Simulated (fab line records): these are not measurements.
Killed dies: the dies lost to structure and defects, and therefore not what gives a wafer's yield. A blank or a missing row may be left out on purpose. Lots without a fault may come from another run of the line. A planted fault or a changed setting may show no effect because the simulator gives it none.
fab line records    flow nandHarc
[record] lots = 14  wafers = 42  lastDay = 25
route steps=1159 shown P_M1@296
lots that met no fault: from a run of the same line without faults
startH: start of the lot's first displayed wafer, in hours after the record's first day    waitH: how many hours have passed since the lot's step before this one    " same as the row above    L1.1+2: a row that stands for several wafers    - no value, or no start given    * or withheld: withheld    < > ~ a bound
route shown NAME@n: names a module that has steps shown in the file, with the first one's number in the route    usual: mean and standard deviation over wafers with no fault    same: alike in all rows    chamber/n: place in a boat    sites: readings site by site    _std_site: standard deviation of those values    _edge_site: mean of outer sites minus mean of inner sites    radiusMm: for every site, how far away it sits from the centre of the wafer    mask NAME#n: copy n    behind: the tool/chamber that last shaped the wafer    hold: cause of the lot's hold/its duration in hours/its outcome    device: the n, p or np transistor that did not switch    end of line: the same wafers' tests at the end of the route    a step given without rows: its recipe and nothing more    killed: at the first sort, the dies lost to defects and structure; wafer yield is something else    map: a wafer's dies, x killed, . not, _ none there
set.NAME: setting as actually run; set.NAME@STEP: the setting as run at that earlier step    model.NAME: the simulator's own value behind a step, which no gauge read
route steps across a sampled set of lots; one table per step, one row per wafer
services: when a tool's chamber went out of use (startH, in hours from the record's first day, below 0 if earlier), for how many hours, and the reason
[[steps]]
[step NHARC_P_M1_OVL_MEAS_10]
[recipe] pitchNm = 260
[usual] overlayXNm = 0.0/0.86  overlayYNm = -0.1/0.75
lot.wafer  tool        chamber  startH  waitH  overlayXNm  overlayYNm
L357.1     overlay-02  -        120.45  -      -1.1        0.1
L357.5     "           -        "       "      -0.6        -0.2
L357.6     "           -        "       "      -0.4        0.0
L358.2     overlay-01  -        122.42  -      -0.2        0.1
L358.3     "           -        "       "      -0.7        -0.1
L358.4     "           -        "       "      -0.9        0.0
L359.3     overlay-01  -        133.99  -      0.4         -0.2
L359.4     "           -        "       "      0.1         -0.7
L359.5     "           -        "       "      0.6         -0.6
L362.4     overlay-01  -        148.18  -      1.3         -0.1
L362.5     "           -        "       "      1.1         -0.2
L362.6     "           -        "       "      1.8         0.1
L364.1     overlay-01  -        155.34  -      0.1         -1.1
L364.3     "           -        "       "      0.1         -0.9
L364.4     "           -        "       "      0.0         -0.7
L363.2     overlay-02  -        157.68  -      0.3         -0.2
L363.5     "           -        "       "      1.3         -0.3
L363.6     "           -        "       "      0.3         -0.9
L365.2     overlay-02  -        175.10  -      -1.1        1.4
L365.5     "           -        "       "      -0.9        1.4
L365.6     "           -        "       "      -1.2        1.8
L367.4     overlay-02  -        183.12  -      0.8         -0.5
L367.5     "           -        "       "      0.9         -0.9
L367.6     "           -        "       "      1.0         -0.5
L368.2     overlay-01  -        197.62  -      0.1         -0.2
L368.3     "           -        "       "      -0.5        -0.1
L368.5     "           -        "       "      -0.8        -0.8
L369.1     overlay-02  -        198.78  -      0.3         0.4
L369.2     "           -        "       "      0.5         1.0
L369.3     "           -        "       "      0.2         0.4
L370.1     overlay-02  -        203.56  -      0.1         0.0
L370.4     "           -        "       "      -0.3        0.0
L370.5     "           -        "       "      -0.2        0.8
L373.3     overlay-02  -        220.87  -      -1.2        0.2
L373.5     "           -        "       "      -1.4        0.2
L373.6     "           -        "       "      -1.2        -0.1
L379.1     overlay-01  -        245.95  -      0.2         -0.9
L379.2     "           -        "       "      0.5         -2.1
L379.5     "           -        "       "      0.0         -1.1
L380.2     overlay-02  -        258.74  -      -0.9        -0.2
L380.3     "           -        "       "      -0.8        0.4
L380.5     "           -        "       "      0.1         0.1
[step NHARC_P_M1_INSPECT_11]
[usual] rawDefectCount = 3.7/2.3
lot.wafer  tool              chamber  startH  waitH  rawDefectCount
L357.1     defectInspect-02  -        120.49  0.0    1
L357.5     "                 -        "       "      2
L357.6     "                 -        "       "      5
L358.2     defectInspect-01  -        122.45  0.0    4
L358.3     "                 -        "       "      4
L358.4     "                 -        "       "      10
L359.3     defectInspect-01  -        134.03  0.0    1
L359.4     "                 -        "       "      3
L359.5     "                 -        "       "      6
L362.4     defectInspect-02  -        148.22  0.0    3
L362.5     "                 -        "       "      1
L362.6     "                 -        "       "      1
L364.1     defectInspect-01  -        155.38  0.0    3
L364.3     "                 -        "       "      0
L364.4     "                 -        "       "      5
L363.2     defectInspect-02  -        157.72  0.0    1
L363.5     "                 -        "       "      4
L363.6     "                 -        "       "      5
L365.2     defectInspect-01  -        175.14  0.0    7
L365.5     "                 -        "       "      4
L365.6     "                 -        "       "      6
L367.4     defectInspect-01  -        183.15  0.0    7
L367.5     "                 -        "       "      7
L367.6     "                 -        "       "      9
L368.2     defectInspect-01  -        197.65  0.0    3
L368.3     "                 -        "       "      5
L368.5     "                 -        "       "      6
L369.1     defectInspect-02  -        198.81  0.0    2
L369.2     "                 -        "       "      5
L369.3     "                 -        "       "      1
L370.1     defectInspect-01  -        203.60  0.0    4
L370.4     "                 -        "       "      1
L370.5     "                 -        "       "      2
L373.3     defectInspect-02  -        220.91  0.0    4
L373.5     "                 -        "       "      2
L373.6     "                 -        "       "      4
L379.1     defectInspect-02  -        245.99  0.0    2
L379.2     "                 -        "       "      1
L379.5     "                 -        "       "      3
L380.2     defectInspect-02  -        258.77  0.0    1
L380.3     "                 -        "       "      3
L380.5     "                 -        "       "      3
[step NHARC_P_M1_DESCUM_14]
[recipe] timeS = 3  o2FlowSccm = 200  arFlowSccm = 0  biasPowerW = 0  chemistry = O2
[usual] chamberPressureMTorr = 60.00/0.056  drypumpMotorCurrentA = 5.69/0.29  oesProductAu = 1.002/0.011  rfVppV = 57.8/0.92  showerheadPlenumPTorr = 1.92/0.089  throttleValvePct = 11.311/0.0084
lot.wafer  tool        chamber  startH  waitH  chamberPressureMTorr  drypumpMotorCurrentA  oesProductAu  rfHoursCounterH  rfVppV  showerheadPlenumPTorr  throttleValvePct
L357.1     rieDiel-01  3        120.57  0.1    60.05                 6.17                  0.994         4                56.4    1.89                   11.308
L357.6     "           1        "       "      60.01                 6.05                  1.000         -                58.1    1.94                   11.301
L357.5     "           2        "       "      59.97                 5.34                  1.006         -                58.3    2.05                   11.307
L358.3     rieDiel-01  2        122.53  0.1    59.94                 5.36                  1.012         4                58.1    2.05                   11.313
L358.2     "           3        "       "      60.04                 6.17                  1.008         4                57.1    1.89                   11.311
L358.4     "           3        "       "      59.99                 6.16                  0.995         -                57.1    1.89                   11.311
L359.3     rieDiel-08  1        134.09  0.1    60.02                 5.58                  1.022         0                57.6    1.86                   11.315
L359.4     "           3        "       "      59.94                 5.39                  1.013         0                58.4    1.82                   11.310
L359.5     "           2        "       "      59.99                 5.77                  0.996         -                59.6    2.06                   11.312
L362.4     rieDiel-07  2        148.32  0.1    60.07                 5.67                  0.989         7                56.7    1.79                   11.328
L362.6     "           3        "       "      59.95                 5.42                  0.994         -                58.0    1.86                   11.315
L362.5     "           0        "       "      59.98                 5.30                  1.001         -                59.0    1.98                   11.323
L364.4     rieDiel-08  2        155.44  0.1    60.11                 5.77                  0.988         1                58.4    2.06                   11.318
L364.3     "           3        "       "      60.02                 5.40                  1.016         1                57.9    1.82                   11.298
L364.1     "           0        "       "      60.00                 6.07                  1.003         1                57.3    1.88                   11.310
L363.2     rieDiel-08  3        157.78  0.1    60.01                 5.41                  1.024         2                57.4    1.82                   11.326
L363.5     "           3        "       "      59.98                 5.41                  1.011         -                56.9    1.82                   11.315
L363.6     "           0        "       "      60.04                 6.06                  1.014         -                57.1    1.88                   11.312
L365.2     rieDiel-07  2        175.20  0.1    59.97                 5.67                  0.987         10               57.5    1.79                   11.313
L365.5     "           2        "       "      60.09                 5.70                  0.980         -                58.5    1.79                   11.303
L365.6     "           3        "       "      59.97                 5.43                  0.990         -                58.2    1.86                   11.302
L367.4     rieDiel-08  1        183.21  0.1    59.98                 5.56                  1.014         3                58.3    1.86                   11.309
L367.6     "           1        "       "      59.96                 5.56                  1.015         -                56.9    1.86                   11.309
L367.5     "           2        "       "      60.00                 5.73                  1.003         -                56.9    2.06                   11.296
L368.3     rieDiel-01  1        197.71  0.1    60.04                 6.05                  1.020         1                57.9    1.94                   11.315
L368.2     "           2        "       "      59.97                 5.36                  0.987         1                57.8    2.05                   11.321
L368.5     "           2        "       "      60.04                 5.36                  0.985         -                58.0    2.05                   11.292
L369.2     rieDiel-08  1        198.88  0.1    60.06                 5.57                  0.995         4                57.4    1.86                   11.320
L369.3     "           2        "       "      60.08                 5.76                  1.010         4                58.3    2.06                   11.319
L369.1     "           3        "       "      59.93                 5.41                  1.005         3                57.5    1.82                   11.306
L370.4     rieDiel-01  1        203.67  0.1    60.04                 6.03                  1.007         1                58.2    1.94                   11.309
L370.1     "           2        "       "      59.93                 5.36                  0.985         1                57.8    2.05                   11.302
L370.5     "           0        "       "      60.05                 5.42                  0.986         -                56.7    1.87                   11.314
L373.3     rieDiel-07  3        220.99  0.1    59.82                 5.42                  0.998         14               57.6    1.86                   11.314
L373.6     "           0        "       "      59.90                 5.29                  1.008         -                58.0    1.98                   11.291
L373.5     "           1        "       "      60.00                 5.87                  0.993         -                57.9    2.04                   11.306
L379.1     rieDiel-08  0        246.05  0.1    59.93                 6.07                  1.006         6                56.8    1.88                   11.314
L379.2     "           1        "       "      60.00                 5.56                  1.009         6                56.8    1.86                   11.317
L379.5     "           0        "       "      59.99                 6.06                  1.009         -                57.2    1.88                   11.308
L380.2     rieDiel-01  2        258.84  0.1    60.03                 5.36                  0.986         3                58.3    2.05                   11.314
L380.3     "           0        "       "      60.01                 5.41                  0.995         3                58.5    1.87                   11.322
L380.5     "           1        "       "      60.02                 6.06                  1.015         -                57.4    1.94                   11.308
[step NHARC_P_M1_ECD_22]
[recipe] targetThkA = 4000  bathTempC = 25  material = Cu
lot.wafer   tool      chamber  startH  waitH
L357.1+5+6  ecdCu-01  0,1,0    122.03  -
L358.2+4+3  ecdCu-02  0,1,0    124.00  -
L359.4+3+5  ecdCu-02  0,1,1    135.62  -
L362.4+6+5  ecdCu-02  1,0,1    150.17  -
L364.1+4+3  ecdCu-02  0,0,1    156.90  -
L363.2+6+5  ecdCu-01  1,0,1    159.67  -
L365.2+5+6  ecdCu-01  1,0,1    176.63  -
L367.4+6+5  ecdCu-01  1,1,0    184.73  -
L368.2+3+5  ecdCu-02  0,0,1    199.15  -
L369.1+2+3  ecdCu-02  1,0,1    200.26  -
L370.1+4+5  ecdCu-02  1,0,1    205.09  -
L373.3+6+5  ecdCu-02  1,0,1    222.52  -
L379.2+1+5  ecdCu-01  0,1,1    247.45  -
L380.2+3+5  ecdCu-01  1,0,0    260.25  -
[step NHARC_P_M1_CMP_23]
[recipe] tOverpolishS = 20  targetThkNm = 157.82
[usual] motorCurrentA = 11.6/1.3  timeToEndpointS = 29.6/2.7
lot.wafer  tool    chamber  startH  waitH  motorCurrentA  timeToEndpointS
L357.1     cmp-04  1        122.76  -      12.3           27.8
L357.6     "       3        "       "      12.1           32.2
L357.5     "       0        "       "      11.1           30.5
L358.3     cmp-04  3        124.67  -      12.4           31.3
L358.2     "       0        "       "      11.2           32.3
L358.4     "       1        "       "      12.0           30.2
L359.3     cmp-02  0        136.24  -      11.3           28.3
L359.4     "       3        "       "      12.2           28.9
L359.5     "       1        "       "      9.6            27.4
L362.4     cmp-04  0        150.80  -      11.4           28.9
L362.6     "       3        "       "      11.9           29.5
L362.5     "       0        "       "      11.6           30.0
L364.1     cmp-04  0        157.71  -      12.1           34.7
L364.4     "       1        "       "      12.5           28.3
L364.3     "       3        "       "      12.1           33.6
L363.2     cmp-04  0        160.35  -      12.0           32.3
L363.5     "       0        "       "      12.0           26.8
L363.6     "       1        "       "      12.6           24.0
L365.2     cmp-02  1        177.36  -      10.0           30.9
L365.6     "       3        "       "      12.2           30.3
L365.5     "       0        "       "      10.9           27.0
L367.4     cmp-04  0        185.39  -      11.4           30.4
L367.5     "       3        "       "      12.8           31.1
L367.6     "       0        "       "      11.7           29.7
L368.3     cmp-04  0        199.92  -      11.8           31.4
L368.2     "       1        "       "      12.4           30.4
L368.5     "       3        "       "      12.0           34.5
L369.3     cmp-04  2        200.98  -      9.4            29.3
L369.1     "       3        "       "      12.5           30.4
L369.2     "       1        "       "      12.5           31.7
L370.4     cmp-02  0        205.91  -      11.3           9.5
L370.1     "       2        "       "      10.3           29.3
L370.5     "       0        "       "      10.9           27.9
L373.3     cmp-03  3        223.13  -      13.3           27.0
L373.6     "       3        "       "      13.8           9.3
L373.5     "       0        "       "      11.7           23.2
L379.2     cmp-03  3        248.25  -      13.6           25.9
L379.1     "       0        "       "      12.5           22.9
L379.5     "       1        "       "      13.2           27.2
L380.3     cmp-04  0        260.95  -      11.4           29.3
L380.2     "       1        "       "      12.4           29.3
L380.5     "       3        "       "      13.1           31.7
[step NHARC_P_M1_THK_MEAS_24]
[recipe] thkMeasGauge = xrf
[usual] thkNm = 158.3/1.5
lot.wafer  tool          chamber  startH  waitH  thkNm
L357.1     filmMetro-02  -        123.02  -      156.3
L357.5     "             -        "       "      159.5
L357.6     "             -        "       "      157.6
L358.2     filmMetro-01  -        124.99  -      159.4
L358.3     "             -        "       "      160.0
L358.4     "             -        "       "      157.8
L359.3     filmMetro-01  -        136.55  -      156.3
L359.4     "             -        "       "      156.1
L359.5     "             -        "       "      157.8
L362.4     filmMetro-01  -        151.09  -      159.6
L362.5     "             -        "       "      159.1
L362.6     "             -        "       "      157.5
L364.1     filmMetro-01  -        158.02  -      157.5
L364.3     "             -        "       "      158.6
L364.4     "             -        "       "      157.5
L363.2     filmMetro-02  -        160.66  -      159.6
L363.5     "             -        "       "      159.6
L363.6     "             -        "       "      158.1
L365.2     filmMetro-01  -        177.62  -      157.4
L365.5     "             -        "       "      156.2
L365.6     "             -        "       "      157.8
L367.4     filmMetro-02  -        185.67  -      160.5
L367.5     "             -        "       "      157.6
L367.6     "             -        "       "      156.4
L368.2     filmMetro-01  -        200.17  -      160.0
L368.3     "             -        "       "      161.4
L368.5     "             -        "       "      160.4
L369.1     filmMetro-02  -        201.30  -      159.1
L369.2     "             -        "       "      158.4
L369.3     "             -        "       "      157.5
L370.1     filmMetro-01  -        206.20  -      154.8
L370.4     "             -        "       "      126.8
L370.5     "             -        "       "      158.3
L373.3     filmMetro-01  -        223.45  -      158.2
L373.5     "             -        "       "      157.3
L373.6     "             -        "       "      120.6
L379.1     filmMetro-01  -        248.51  -      155.9
L379.2     "             -        "       "      157.2
L379.5     "             -        "       "      159.0
L380.2     filmMetro-02  -        261.24  -      155.7
L380.3     "             -        "       "      156.3
L380.5     "             -        "       "      156.3
[[services]]
tool        chamber  startH  hours  kind
rieDiel-01  1        99.33   2.6    repair
cmp-04      -        105.00  4.0    pm
rieDiel-01  3        113.34  2.7    repair
rieDiel-01  0        113.89  10.6   repair
cmp-02      -        123.36  1.9    repair
rieDiel-08  -        124.82  9.0    pm
cmp-04      -        135.52  11.2   repair
rieDiel-01  -        137.80  9.0    pm
rieDiel-07  0        144.38  1.3    repair
cmp-02      -        148.61  4.0    pm
cmp-04      -        153.62  1.7    repair
cmp-04      -        172.87  2.7    repair
rieDiel-08  3        174.32  3.6    repair
rieDiel-08  1        175.28  5.2    repair
ecdCu-02    -        180.00  8.0    pm
rieDiel-08  3        186.98  3.7    repair
cmp-04      -        203.00  4.0    pm
cmp-02      -        206.51  1.8    repair
cmp-02      -        222.68  1.0    repair
rieDiel-07  -        228.20  9.0    pm
cmp-02      -        246.61  4.0    pm
ecdCu-01    -        257.19  2.5    repair
rieDiel-01  0        259.30  15.8   repair
cmp-02      -        259.41  3.2    repair
[[key]]
[firstSign] step = NHARC_P_M1_CMP_23  reading = timeToEndpointS  direction = down  sigmas = 7.4  usual = *  struck = *
[effect] step = NHARC_P_M1_THK_MEAS_24  reading = thkNm  direction = down  sigmas = 23  usual = 158.3  struck = 123.7
metAt NHARC_P_M1_ECD_22
struckLots L370,L373
struckWafers L370.4,L373.6
laterRowsLeftOut L370.4,L373.6
sortLeftOut L370.4,L373.6
notActingAt NHARC_P_M1_OVL_MEAS_10,NHARC_P_M1_INSPECT_11,NHARC_P_M1_DESCUM_14
onsetBetween 200.26 205.09
[fault] kind = processParameterDrift  tool = ecdCu-02  chamber = 0  onsetH = 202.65  steps = NHARC_P_M1_ECD_22  channel = targetThkA  offset = *  shape = step  endH = 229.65  actsIn = *  stated = *
// sortLeftOut: the simulated sort isn't trusted on such a fault, so these wafers' sort isn't shown, and their yield isn't known
// laterRowsLeftOut: the simulator's readings of these wafers behind a module that went badly wrong aren't trusted and aren't shown, but for the sort
